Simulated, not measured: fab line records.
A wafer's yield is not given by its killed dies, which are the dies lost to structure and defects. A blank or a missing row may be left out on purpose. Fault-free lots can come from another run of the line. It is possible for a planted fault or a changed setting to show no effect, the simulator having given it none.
fab line records    flow n5_finfet
record: lots: 9  wafers: 26  last_day: 18
route steps=1938 shown BEOL_M2@844 BEOL_M4@1111 PASSIVATION@1936
lots untouched by any fault: they come from a run of this same line in which no faults occurred
start_h: hours from the record's opening day to when the first of the lot's shown wafers began    wait_h: hours from the lot's prior step to this one    " unchanged from the row above    L1.1+2: one row covering several wafers at once    - either no value or no given start    * or withheld: withheld    < > ~ a bound
route shown NAME@n: a module of which the file shows steps, and the number in the route of the first    usual: mean and standard deviation over wafers with no fault    same: alike in all rows    chamber/n: place in a boat    sites: each site's reading    _std_site: their standard deviation    _edge_site: outer sites' mean less inner sites'    radius_mm: for every site, how far away it sits from the centre of the wafer    mask NAME#n: copy n    behind: tool/chamber where the wafer was last shaped    hold: reason for holding the lot/hours on hold/outcome of the hold    device: which transistor (n, p or np) failed to switch    end of line: at the end of the route, the tests of the same wafers    a step without rows: its recipe alone    killed: count of dies lost to structure and defects at first sort (not the wafer's yield)    map: a wafer's dies, x killed, . not, _ none there
set.NAME: the setting the step ran with; set.NAME@STEP: the setting that earlier step ran with    model.NAME: the simulator's own value behind a step, which no gauge read
a sample of lots followed through the steps of the route, with each step as a table and each wafer as a row
services: when a tool's chamber went out of use (start_h, in hours from the record's first day, below 0 if earlier), for how many hours, and the reason
== steps ==
step: N5_BEOL_M2_HM_DEP_02
recipe: material: TiN  target_thk_a: 200  temp_c: 25  chamber_pressure_pa: 0.49996
usual: throttle_valve_pct: 30.1/0.91
lot.wafer  tool            chamber  start_h  wait_h  throttle_valve_pct
L211.4     pvd_sputter-03  -        130.29   0.5     30.9
L211.5     "               -        "        "       31.7
L211.6     "               -        "        "       30.0
L212.3     pvd_sputter-01  -        133.05   0.4     29.9
L212.4     "               -        "        "       30.7
L212.5     "               -        "        "       30.1
L213.2     pvd_sputter-03  -        146.55   2.3     29.0
L213.3     "               -        "        "       31.4
L213.4     "               -        "        "       30.9
L215.1     pvd_sputter-01  -        160.09   0.8     30.7
L215.2     "               -        "        "       29.9
L215.4     "               -        "        "       28.8
L217.1     pvd_sputter-03  -        168.96   1.5     30.0
L217.2     "               -        "        "       31.6
L217.5     "               -        "        "       31.6
L218.2     pvd_sputter-03  -        174.26   3.9     30.1
L218.3     "               -        "        "       29.5
L218.6     "               -        "        "       29.5
L221.3     pvd_sputter-03  -        194.13   0.5     30.2
L221.4     "               -        "        "       30.9
L221.6     "               -        "        "       29.1
L220.5     pvd_sputter-02  -        195.30   0.2     30.3
L220.6     "               -        "        "       29.5
L233.1     pvd_sputter-02  -        279.21   1.4     29.9
L233.2     "               -        "        "       30.5
L233.4     "               -        "        "       29.9
step: N5_BEOL_M2_CD_MEAS_11
recipe: target_cd_nm: 16.79  landing_energy_ev: 500  detector: se_inlens  polarity: opening
usual: cd_nm: 16.84/0.23
lot.wafer  tool       chamber  start_h  wait_h  cd_nm
L211.4     cd_sem-01  0        130.68   -       17.20
L211.5     "          0        "        "       17.10
L211.6     "          0        "        "       16.97
L212.3     cd_sem-01  0        133.57   -       16.72
L212.4     "          0        "        "       17.18
L212.5     "          0        "        "       16.65
L213.2     cd_sem-02  0        147.09   -       17.10
L213.3     "          0        "        "       17.14
L213.4     "          0        "        "       16.81
L215.1     cd_sem-02  0        160.61   -       17.07
L215.2     "          0        "        "       17.09
L215.4     "          0        "        "       17.28
L217.1     cd_sem-02  0        169.36   -       17.00
L217.2     "          0        "        "       16.86
L217.5     "          0        "        "       17.27
L218.2     cd_sem-02  0        174.65   -       16.76
L218.3     "          0        "        "       16.56
L218.6     "          0        "        "       16.85
L221.3     cd_sem-03  0        194.65   -       17.14
L221.4     "          0        "        "       16.59
L221.6     "          0        "        "       16.96
L220.5     cd_sem-01  0        195.65   -       16.87
L220.6     "          0        "        "       17.34
L233.1     cd_sem-02  0        279.60   -       16.97
L233.2     "          0        "        "       16.87
L233.4     "          0        "        "       17.09
step: N5_BEOL_M2_STRIP_66
recipe: chemistry: CF4  resist: SiARC  power_w: 300  bias_power_w: 75  pressure_mtorr: 50  cf4_flow_sccm: 150  rf_frequency_hz: 6e+07
usual: cf4_flow_sccm: 150.0/0.43  chamber_pressure_mTorr: 50.00/0.051  drypump_motor_current_A: 5.6/0.53  oes_product_au: 0.78/0.09  rf_vpp_V: 271.3/1.8  showerhead_plenum_p_Torr: 1.80/0.067  throttle_valve_pct: 13.48/0.3
lot.wafer  tool         chamber  start_h  wait_h  cf4_flow_sccm  chamber_pressure_mTorr  drypump_motor_current_A  oes_product_au  rf_hours_counter_h  rf_vpp_V  showerhead_plenum_p_Torr  throttle_valve_pct
L211.4     rie_diel-03  1        131.02   0.0     150.1          50.05                   5.4                      0.90            -                   269.5     1.75                      13.00
L211.5     "            3        "        "       150.2          50.03                   6.4                      0.76            -                   269.7     1.74                      13.78
L211.6     "            2        "        "       149.2          49.98                   4.7                      0.68            -                   271.0     1.77                      13.65
L212.3     rie_diel-03  2        133.91   0.0     149.9          49.98                   4.7                      0.69            232                 271.3     1.77                      13.65
L212.4     "            3        "        "       149.9          50.09                   6.5                      0.76            -                   269.2     1.74                      13.79
L212.5     "            1        "        "       149.9          49.99                   5.4                      0.91            -                   271.1     1.75                      12.98
L213.2     rie_diel-03  2        147.42   0.0     150.4          50.02                   4.7                      0.69            238                 272.1     1.77                      13.66
L213.3     "            1        "        "       150.0          49.93                   5.4                      0.88            16                  270.8     1.74                      12.99
L213.4     "            0        "        "       150.1          49.98                   5.2                      0.94            2                   273.4     1.91                      13.18
L215.1     rie_diel-01  1        160.95   0.0     149.2          49.97                   5.9                      0.71            175                 273.4     1.85                      13.72
L215.2     "            3        "        "       149.9          49.99                   5.7                      0.94            3                   268.9     1.77                      13.16
L215.4     "            0        "        "       149.9          49.98                   6.0                      0.70            204                 273.8     1.83                      13.65
L217.1     rie_diel-03  1        169.69   0.0     150.1          49.92                   5.4                      0.87            24                  269.5     1.74                      13.04
L217.2     "            3        "        "       150.7          49.98                   6.4                      0.75            127                 268.7     1.74                      13.82
L217.5     "            0        "        "       150.0          49.99                   5.2                      0.90            -                   273.7     1.91                      13.19
L218.2     rie_diel-03  0        174.99   0.0     150.1          50.05                   5.2                      0.90            11                  273.4     1.91                      13.21
L218.3     "            2        "        "       150.7          49.98                   4.7                      0.68            247                 268.7     1.77                      13.70
L218.6     "            0        "        "       149.9          49.96                   5.2                      0.90            -                   275.1     1.91                      13.20
L221.3     rie_diel-01  2        195.19   0.0     149.6          49.93                   5.5                      0.89            21                  273.9     1.92                      13.19
L221.4     "            3        "        "       150.0          49.95                   5.7                      0.91            12                  269.6     1.76                      13.19
L221.6     "            2        "        "       149.7          50.03                   5.5                      0.89            -                   273.7     1.92                      13.19
L220.5     rie_diel-05  3        195.99   0.0     149.6          50.07                   4.8                      0.70            -                   271.7     1.86                      13.70
L220.6     "            0        "        "       149.1          50.02                   5.2                      0.71            -                   272.3     1.78                      13.51
L233.1     rie_diel-03  1        279.94   0.0     150.1          49.99                   5.4                      0.81            59                  271.3     1.73                      13.11
L233.2     "            2        "        "       150.9          49.98                   4.7                      0.89            25                  271.5     1.76                      13.20
L233.4     "            0        "        "       149.7          50.10                   5.2                      0.84            46                  274.7     1.90                      13.27
step: N5_BEOL_M2_INSPECT_30
recipe: mode: adi  inspect_instrument: brightfield
usual: raw_defect_count: 429/96
lot.wafer  tool               chamber  start_h  wait_h  raw_defect_count
L211.4     defect_inspect-02  -        131.65   0.0     537
L211.5     "                  -        "        "       385
L211.6     "                  -        "        "       414
L212.3     defect_inspect-02  -        134.67   0.0     289
L212.4     "                  -        "        "       287
L212.5     "                  -        "        "       272
L213.2     defect_inspect-01  -        148.18   0.0     388
L213.3     "                  -        "        "       326
L213.4     "                  -        "        "       388
L215.1     defect_inspect-02  -        161.70   0.1     721
L215.2     "                  -        "        "       458
L215.4     "                  -        "        "       449
L217.1     defect_inspect-02  -        170.33   0.1     604
L217.2     "                  -        "        "       402
L217.5     "                  -        "        "       477
L218.2     defect_inspect-02  -        175.74   0.0     379
L218.3     "                  -        "        "       428
L218.6     "                  -        "        "       634
L221.3     defect_inspect-02  -        195.88   0.0     405
L221.4     "                  -        "        "       406
L221.6     "                  -        "        "       305
L220.5     defect_inspect-02  -        196.69   0.0     410
L220.6     "                  -        "        "       388
L233.1     defect_inspect-01  -        280.70   0.1     884
L233.2     "                  -        "        "       380
L233.4     "                  -        "        "       352
step: N5_BEOL_M2_STRIP_36
recipe: chemistry: N2/H2  power_w: 450  temp_c: 40  pressure_mtorr: 20  rf_frequency_hz: 6e+07  overash_fraction: 0.3  bias_power_w: 7  h2_frac: 0.5  n2_flow_sccm: 200  h2_flow_sccm: 200
usual: chamber_pressure_mTorr: 20.00/0.035  drypump_motor_current_A: 5.6/0.5  n2_flow_sccm: 200.0/0.56  oes_product_au: 0.77/0.096  rf_vpp_V: 59.1/1.6  showerhead_plenum_p_Torr: 2.55/0.092  throttle_valve_pct: 23.5/0.4
lot.wafer  tool         chamber  start_h  wait_h  chamber_pressure_mTorr  drypump_motor_current_A  n2_flow_sccm  oes_product_au  rf_hours_counter_h  rf_vpp_V  showerhead_plenum_p_Torr  throttle_valve_pct
L211.4     rie_diel-01  3        137.91   0.0     20.01                   5.7                      200.2         0.67            -                   59.2      2.49                      23.5
L211.5     "            1        "        "       20.00                   5.9                      200.6         0.73            -                   59.9      2.63                      23.6
L211.6     "            0        "        "       19.97                   6.0                      200.9         0.70            -                   59.7      2.63                      23.7
L212.3     rie_diel-05  3        138.01   0.0     19.98                   4.8                      200.4         0.72            177                 58.2      2.64                      23.5
L212.4     "            1        "        "       19.96                   5.4                      200.6         0.72            169                 59.7      2.51                      23.4
L212.5     "            0        "        "       19.97                   5.2                      200.6         0.70            -                   57.1      2.52                      22.9
L213.2     rie_diel-05  0        149.88   0.0     20.01                   5.2                      199.2         0.70            175                 60.6      2.52                      23.0
L213.3     "            1        "        "       20.02                   5.4                      199.9         0.70            173                 58.3      2.50                      23.4
L213.4     "            3        "        "       19.99                   4.8                      200.3         0.72            181                 60.9      2.64                      23.5
L215.1     rie_diel-01  0        162.80   0.0     20.02                   6.0                      200.6         0.69            204                 60.0      2.63                      23.7
L215.2     "            2        "        "       20.03                   5.6                      199.8         0.94            11                  61.4      2.70                      23.0
L215.4     "            1        "        "       20.01                   5.9                      200.7         0.72            176                 62.3      2.62                      23.6
L217.1     rie_diel-01  1        174.30   0.0     20.01                   5.9                      200.3         0.72            180                 62.0      2.62                      23.7
L217.2     "            0        "        "       20.00                   6.0                      200.0         0.69            209                 58.9      2.63                      23.7
L217.5     "            1        "        "       19.95                   5.9                      200.0         0.70            -                   59.2      2.62                      23.6
L218.2     rie_diel-05  0        181.30   0.0     19.94                   5.2                      200.2         0.71            186                 57.8      2.51                      23.0
L218.3     "            2        "        "       19.98                   6.2                      199.4         0.69            197                 59.4      2.43                      24.1
L218.6     "            2        "        "       19.98                   6.2                      199.4         0.70            -                   58.3      2.43                      24.2
L221.3     rie_diel-03  0        200.07   0.0     19.98                   5.2                      199.4         0.88            21                  60.9      2.69                      23.4
L221.4     "            3        "        "       20.00                   6.4                      199.5         0.76            -                   60.0      2.44                      24.1
L221.6     "            0        "        "       20.00                   5.2                      199.1         0.88            -                   59.7      2.69                      23.4
L220.5     rie_diel-01  2        200.09   0.0     19.96                   5.6                      199.4         0.92            -                   61.2      2.70                      23.0
L220.6     "            1        "        "       20.02                   5.9                      200.5         0.72            -                   60.1      2.62                      23.6
L233.1     rie_diel-03  1        281.82   0.0     19.99                   5.4                      200.5         0.82            60                  59.3      2.45                      22.9
L233.2     "            0        "        "       20.01                   5.2                      199.9         0.83            47                  58.7      2.67                      23.5
L233.4     "            3        "        "       19.98                   6.5                      199.8         0.73            166                 60.7      2.43                      24.1
step: N5_BEOL_M4_RC_MEAS_101
usual: DIBL_N: 37.0/2.3  DIBL_P: 37.3/2.8  IOFF_N: 0.17/0.046  IOFF_P: 0.23/0.054  ION_N: 675/14  ION_P: 460/9.3  SS_N: 71.7/0.73  SS_P: 73.6/0.95  VT_N: 249/3.9  VT_P: -250/3.9
lot.wafer  tool       chamber  start_h  wait_h  DIBL_N[mV/V]  DIBL_P[mV/V]  IOFF_N[nA/um]  IOFF_P[nA/um]  ION_N[uA/um]  ION_P[uA/um]  SS_N[mV/dec]  SS_P[mV/dec]  VT_N[mV]  VT_P[mV]
L211.4     prober-02  0        167.30   0.5     40.3          40.9          0.23           0.31           680           471           72.2          74.8          243       -246
L211.5     "          0        "        "       37.1          35.4          0.15           0.21           676           464           71.3          73.7          251       -251
L211.6     "          0        "        "       43.8          44.8          0.36           0.42           712           478           73.7          76.2          240       -243
L212.3     prober-02  0        170.31   0.3     37.4          37.6          0.19           0.22           677           457           72.1          73.7          250       -249
L212.4     "          0        "        "       36.8          37.4          0.17           0.22           667           453           71.1          75.0          249       -251
L212.5     "          0        "        "       39.6          40.9          0.25           0.29           688           457           72.2          76.1          245       -248
L213.2     prober-02  0        173.38   0.2     39.7          40.0          0.23           0.29           673           460           72.5          74.6          247       -249
L213.3     "          0        "        "       36.8          37.0          0.16           0.21           670           462           71.8          74.2          250       -252
L213.4     "          0        "        "       33.8          34.2          0.13           0.18           662           458           71.0          72.5          250       -252
L215.1     prober-01  0        193.90   0.0     36.7          38.7          0.17           0.26           681           475           70.8          74.1          248       -247
L215.2     "          0        "        "       36.7          36.8          0.16           0.21           671           459           71.5          72.5          251       -251
L215.4     "          0        "        "       36.5          38.3          0.16           0.25           679           473           71.2          73.6          251       -247
L217.1     prober-02  0        200.18   0.0     35.3          36.6          0.15           0.19           670           458           71.4          73.1          253       -255
L217.2     "          0        "        "       38.5          39.5          0.22           0.25           703           474           72.1          73.8          245       -251
L217.5     "          0        "        "       39.3          40.8          0.23           0.27           706           471           72.3          74.8          248       -249
L218.2     prober-01  0        209.41   0.2     38.8          39.2          0.20           0.20           683           455           72.3          74.2          248       -256
L218.3     "          0        "        "       38.9          40.6          0.21           0.22           690           460           72.4          74.7          246       -253
L218.6     "          0        "        "       37.1          38.9          0.19           0.21           679           456           71.8          74.2          247       -255
L220.5     prober-02  0        222.87   0.6     35.7          35.0          0.15           0.23           677           468           71.5          73.0          250       -246
L220.6     "          0        "        "       41.2          42.4          0.27           0.37           700           473           73.1          74.4          244       -243
L221.3     prober-01  0        225.68   0.3     34.9          32.9          0.14           0.19           681           474           71.4          73.1          250       -248
L221.4     "          0        "        "       34.1          32.0          0.11           0.18           654           455           71.5          72.2          257       -250
L221.6     "          0        "        "       34.6          33.9          0.12           0.20           669           466           71.9          72.5          254       -250
L233.1     prober-02  0        319.71   0.0     37.7          38.9          0.19           0.28           670           460           72.9          73.9          249       -247
L233.2     "          0        "        "       40.0          40.9          0.24           0.30           696           474           73.1          74.6          244       -245
L233.4     "          0        "        "       35.8          37.0          0.15           0.23           677           471           71.6          73.2          250       -248
step: N5_PASSIVATION_PROBE_49
usual: defect_limited_yield: 91.5/1.3  killed_at_M0_to_M3: 36/10  killed_at_M4_up: 13/4.7  killed_at_contacts: 13/6.7  killed_at_front_end: 37/9.7  killed_at_other: 2.6/2.3  killed_dies: 101/15  killed_on_rim: 14/4.3  killed_open: 67/12  killed_short: 32/6.7  sort_bin_4_leakage: 0.0/0.31  sort_bin_5_function: 5.0/0.89  sort_bin_6_memory: 3.2/0.63  sort_bin_8_speed: 0.01/0.03  sort_n_pass: 1079/16  sort_yield_pct: 91.4/1.4
same: gross_dies: 1180  killed_at_back_side: 0
lot.wafer  tool       chamber  start_h  wait_h  defect_limited_yield[%]  killed_at_M0_to_M3  killed_at_M4_up  killed_at_contacts  killed_at_front_end  killed_at_other  killed_dies  killed_on_rim  killed_open  killed_short  sort_bin_4_leakage[%]  sort_bin_5_function[%]  sort_bin_6_memory[%]  sort_bin_8_speed[%]  sort_n_pass  sort_yield_pct[%]
L233.1     prober-02  -        439.10   0.0     84.2                     103                 10               20                  49                   5                187          33             86           28            0                      10.9                    3.4                   0                    993          84.2
L233.2     prober-02  -        439.15   0.1     89.0                     50                  9                19                  50                   2                130          22             93           34            0                      6.0                     4.7                   0                    1050         89.0
L233.4     prober-02  -        439.25   0.2     90.3                     34                  16               25                  35                   5                115          12             82           30            0                      5.4                     3.8                   0.08                 1065         90.3
killed by level:class
L233.1 BEOL_M2:unspecified=72 MOL_CONTACT_COAG:geometric_particle:open=17 FIN_SAQP:geometric_particle:open=16 BEOL_M1:geometric_particle:open=9 FIN_SAQP:geometric_particle:short=7 STI_FIN_REVEAL:geometric_particle:open=6 GATE_CUT:geometric_particle:short=6 BEOL_M0_SAQP:geometric_particle:open=6
L233.2 FIN_SAQP:geometric_particle:open=19 BEOL_M1:geometric_particle:open=19 MOL_CONTACT_COAG:geometric_particle:open=16 FIN_SAQP:geometric_particle:short=8 BEOL_M0_SAQP:geometric_particle:open=8 BEOL_M1:geometric_particle:short=8 DUMMY_GATE:geometric_particle:open=6 STI_FIN_REVEAL:geometric_particle:open=5
L233.4 MOL_CONTACT_COAG:geometric_particle:open=19 STI_FIN_REVEAL:geometric_particle:open=9 BEOL_M0_SAQP:geometric_particle:open=7 BEOL_M0_SAQP:geometric_particle:short=7 MOL_CONTACT_COAG:geometric_particle:short=6 BEOL_M2:geometric_particle:open=6 BEOL_M5:geometric_particle:open=6 FIN_SAQP:geometric_particle:open=4
== services ==
tool            chamber  start_h  hours  kind
rie_diel-01     2        119.57   -      clean
rie_diel-01     2        119.57   -      consumable_replace:focus_ring
rie_diel-01     2        119.57   -      consumable_replace:showerhead
rie_diel-01     2        119.57   18.6   scheduled_down
rie_diel-01     2        119.57   18.6   vent_cycle
rie_diel-03     0        123.05   -      clean
rie_diel-03     0        123.05   -      consumable_replace:focus_ring
rie_diel-03     0        123.05   -      consumable_replace:showerhead
rie_diel-03     0        123.05   20.3   scheduled_down
rie_diel-03     0        123.05   20.3   vent_cycle
rie_diel-01     3        138.40   -      clean
rie_diel-01     3        138.40   -      consumable_replace:focus_ring
rie_diel-01     3        138.40   15.9   scheduled_down
pvd_sputter-03  -        155.67   1.6    repair
pvd_sputter-01  -        176.49   2.6    repair
rie_diel-03     2        183.21   -      clean
rie_diel-03     2        183.21   -      consumable_replace:focus_ring
rie_diel-03     2        183.21   17.9   scheduled_down
rie_diel-03     2        183.21   17.9   vent_cycle
rie_diel-05     3        226.98   4.9    repair
rie_diel-01     2        234.02   5.6    repair
pvd_sputter-01  -        234.69   2.1    repair
rie_diel-05     2        241.81   11.7   repair
pvd_sputter-01  -        256.70   7.0    repair
== key ==
first_sign: step: N5_BEOL_M2_INSPECT_30  reading: raw_defect_count  direction: up  sigmas: 4.7  usual: 429  struck: 884
effect: step: N5_PASSIVATION_PROBE_49  reading: killed_at_M0_to_M3  direction: up  sigmas: 6.5  usual: 36  struck: 103
more_kills_born_at: N5_BEOL_M2_STRIP_66@rie_diel-03: 72
met_at N5_BEOL_M2_STRIP_66
struck_lots L233
struck_wafers L233.1
not_acting_at N5_BEOL_M2_HM_DEP_02,N5_BEOL_M2_CD_MEAS_11,N5_BEOL_M2_STRIP_36
onset_between 169.69 279.94
fault: kind: chamber_particle_source  tool: rie_diel-03  chamber: 1  onset_h: 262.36  steps: N5_BEOL_M2_STRIP_66  rate_per_visit_cm2: 0.68633  end_h: 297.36
